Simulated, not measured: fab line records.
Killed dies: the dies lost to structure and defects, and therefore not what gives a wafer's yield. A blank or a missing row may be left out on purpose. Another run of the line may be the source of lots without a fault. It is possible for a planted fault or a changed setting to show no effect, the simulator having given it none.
The tool behind it: which one? ; flow n5-finfet ; Sampling: 12 lots, 36 wafers, 5 of 1938 route steps

WHAT THE GAUGES READ, wafer by wafer
N5_MOL_CONTACT_COAG_OVL_MEAS_85.
lot;measured;on;VG_OVL (nm)
L075;day 5 09:31;overlay-01;-1.2 -0.3 -1.8
L077;day 5 19:55;overlay-02;-1.0 -1.7 -0.8
L079;day 6 05:46;overlay-02;-1.2 -0.2 -0.3
L081;day 7 01:20;overlay-01;0.2 0.3 -0.5
L083;day 7 07:02;overlay-02;-0.9 -0.3 -1.4
L085;day 8 00:46;overlay-02;0.5 0.2 0.6
L087;day 8 12:09;overlay-02;-0.3 1.4 -1.6
L089;day 8 20:22;overlay-01;0.1 1.0 1.4
L091;day 9 12:45;overlay-02;-2.1 -0.7 -0.5
L093;day 9 18:05;overlay-01;-1.2 0.1 -1.8
L095;day 10 12:35;overlay-01;0.1 0.6 0.2
L097;day 10 19:23;overlay-02;-0.6 -0.6 -0.2

EACH LOT AND THE TOOL THAT RAN IT (in order: tool; ch and the chambers of the sampled wafers; start)
lot;N5_GATE_CUT_STRIP_42;N5_MOL_CONTACT_COAG_ALD_20;N5_MOL_CONTACT_COAG_SPUTTER_143;N5_MOL_CONTACT_COAG_CMP_23
L075;rie-diel-06 ch 1,3, day 4 19:29;ald-metal-03 ch 1,2,3, day 5 01:10;pvd-sputter-01, day 5 02:44;cmp-04 ch 0,3, day 5 05:20
L077;rie-diel-03 ch 1,2, day 5 06:08;ald-metal-01 ch 2,3, day 5 11:30;pvd-sputter-02, day 5 12:56;cmp-02 ch 1,2, day 5 16:04
L079;rie-diel-03 ch 2,3, day 5 16:50;ald-metal-01 ch 0,1,2, day 5 21:53;pvd-sputter-03, day 5 22:59;cmp-01 ch 1,3, day 6 02:07
L081;rie-diel-06 ch 0,2, day 6 07:25;ald-metal-02 ch 0,1,2, day 6 12:40;pvd-sputter-01, day 6 16:50;cmp-04 ch 0,1,3, day 6 21:34
L083;rie-diel-01 ch 1,2,3, day 6 17:37;ald-metal-01 ch 1,2,3, day 6 22:38;pvd-sputter-01, day 6 23:49;cmp-02 ch 1,2,3, day 7 03:17
L085;rie-diel-06 ch 0,2,3, day 7 09:27;ald-metal-01 ch 1,2, day 7 15:17;pvd-sputter-02, day 7 17:16;cmp-04 ch 0,2,3, day 7 21:11
L087;rie-diel-06 ch 0,2,3, day 7 20:20;ald-metal-01 ch 0,2,3, day 8 01:16;pvd-sputter-01, day 8 04:01;cmp-02 ch 0,1, day 8 07:56
L089;rie-diel-01 ch 0,1, day 8 05:38;ald-metal-03 ch 1,2, day 8 11:22;pvd-sputter-01, day 8 12:42;cmp-02 ch 1,2,3, day 8 16:33
L091;rie-diel-03 ch 1,2,3, day 8 22:20;ald-metal-01 ch 0,1,3, day 9 04:05;pvd-sputter-03, day 9 05:42;cmp-01 ch 1,2,3, day 9 08:06
L093;rie-diel-01 ch 0,1,3, day 9 05:44;ald-metal-01 ch 1,2, day 9 10:18;pvd-sputter-02, day 9 11:02;cmp-01 ch 0,1,2, day 9 14:31
L095;rie-diel-01 ch 1,2, day 9 23:11;ald-metal-01 ch 0,2,3, day 10 04:03;pvd-sputter-02, day 10 05:41;cmp-01 ch 0,2, day 10 08:30
L097;rie-diel-06 ch 0,3, day 10 05:04;ald-metal-02 ch 2,3, day 10 10:30;pvd-sputter-01, day 10 11:41;cmp-01 ch 1,3, day 10 15:32
- N5_GATE_CUT_STRIP_42: strips in O2.
- N5_MOL_CONTACT_COAG_ALD_20: deposits TiN, target thk 1.5 nm, pulse time 1 s, purge time 3 s.
- N5_MOL_CONTACT_COAG_SPUTTER_143: material Co, target thk 2.5 nm.
- N5_MOL_CONTACT_COAG_CMP_23: polishes, stops on SiO2, t overpolish 1.5 s, target thk 0 nm.

THE ANSWER, worked out from the rows above alone
Rule: usual is defined by the lots themselves. The widest of any qualifying gaps counts: lots, ordered by their means at a reading, are off when they make up no more than a third of the lots, leave a main group of 4 or more, and stand apart from it by 3 or more times the standard deviation of that group's means. A main group whose means are all the same, to the digits that the tables above print for the reading, isn't used. Also off: a lot with no number at a reading for which 4 or more lots have one. All remaining lots with rows at the step are treated as sound.
Across all readings shown, no lot is off: no conclusion can be drawn from this.

WHAT HAD BEEN PUT IN BY THE SIMULATOR
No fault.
